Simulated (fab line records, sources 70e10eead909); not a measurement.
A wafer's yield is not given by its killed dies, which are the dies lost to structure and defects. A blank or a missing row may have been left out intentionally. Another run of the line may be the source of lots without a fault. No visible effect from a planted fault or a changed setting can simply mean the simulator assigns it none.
Matching of chambers | flow nand harc | NHARC_A_CHANNEL_FILL_D1_CMP_10 on cmp-02 has 4 sister chambers
The step polishes, target thk 150 nm. 20 wafers are shown with their chamber, then 10 later ones without.

## WAFERS PAIRED WITH THEIR CHAMBERS
wafer  | chamber | motor current A (A) | time to endpoint s (s)
L074.2 | 3       | 10.0                | 15.2
L074.3 | 0       | 13.3                | 14.9
L074.5 | 0       | 13.5                | 13.9
L076.4 | 0       | 13.0                | 18.1
L076.5 | 0       | 13.0                | 15.4
L076.6 | 1       | 9.6                 | 17.2
L078.1 | 2       | 11.2                | 14.6
L078.3 | 1       | 9.9                 | 13.4
L078.5 | 1       | 9.5                 | 15.6
L080.2 | 0       | 13.6                | 18.6
L080.5 | 2       | 11.1                | 17.7
L080.6 | 3       | 9.9                 | 18.5
L089.1 | 2       | 11.2                | 15.9
L089.3 | 3       | 9.7                 | 16.4
L089.4 | 0       | 13.7                | 15.5
L091.2 | 1       | 10.3                | 15.8
L091.3 | 3       | 10.1                | 17.1
L091.4 | 0       | 13.2                | 14.4
L095.1 | 0       | 13.6                | 16.8
L095.2 | 2       | 11.5                | 16.2

SIGNATURES (means of the wafers above)
reading            | chamber 0 | chamber 1 | chamber 2 | chamber 3 | scatter within a chamber
motor current A    | 13.363    | 9.825     | 11.250    | 9.925     | 0.263
time to endpoint s | 15.950    | 15.500    | 16.100    | 16.800    | 1.55
Rule: a wafer lies at a distance from a chamber equal to the root of the sum of squares, over the readings, of (its reading less the chamber's mean, divided by the reading's scatter). If the next closest chamber is less than 2 further off than the closest, the wafer can't be placed; otherwise it belongs to the closest. How the scatter is found: for the shown wafers, subtract from each reading the mean of its chamber, square and add these, divide the total by (wafers less chambers), then take the root.

## WAFERS WITHOUT THEIR CHAMBER
wafer  | motor current A (A) | time to endpoint s (s)
L095.3 | 9.8                 | 18.0
L094.2 | 11.2                | 16.5
L094.5 | 10.0                | 15.2
L094.6 | 13.5                | 16.4
L097.2 | 9.7                 | 15.9
L097.3 | 13.8                | 15.5
L097.6 | 9.4                 | 18.5
L096.2 | 11.1                | 16.4
L096.5 | 9.2                 | 16.8
L096.6 | 11.1                | 16.4

## WHICH CHAMBER EACH ONE RAN IN
wafer  | from the rows above     | in truth
L095.3 | can't be placed: 3 or 1 | 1
L094.2 | 2                       | 2
L094.5 | can't be placed: 1 or 3 | 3
L094.6 | 0                       | 0
L097.2 | can't be placed: 1 or 3 | 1
L097.3 | 0                       | 0
L097.6 | can't be placed: 3 or 1 | 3
L096.2 | 2                       | 2
L096.5 | can't be placed: 1 or 3 | 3
L096.6 | 2                       | 2
Correct placement for 5 of the 10. Unplaceable from these rows: 5, with the true chamber sitting among the candidates in 5. 0 placed wrongly.
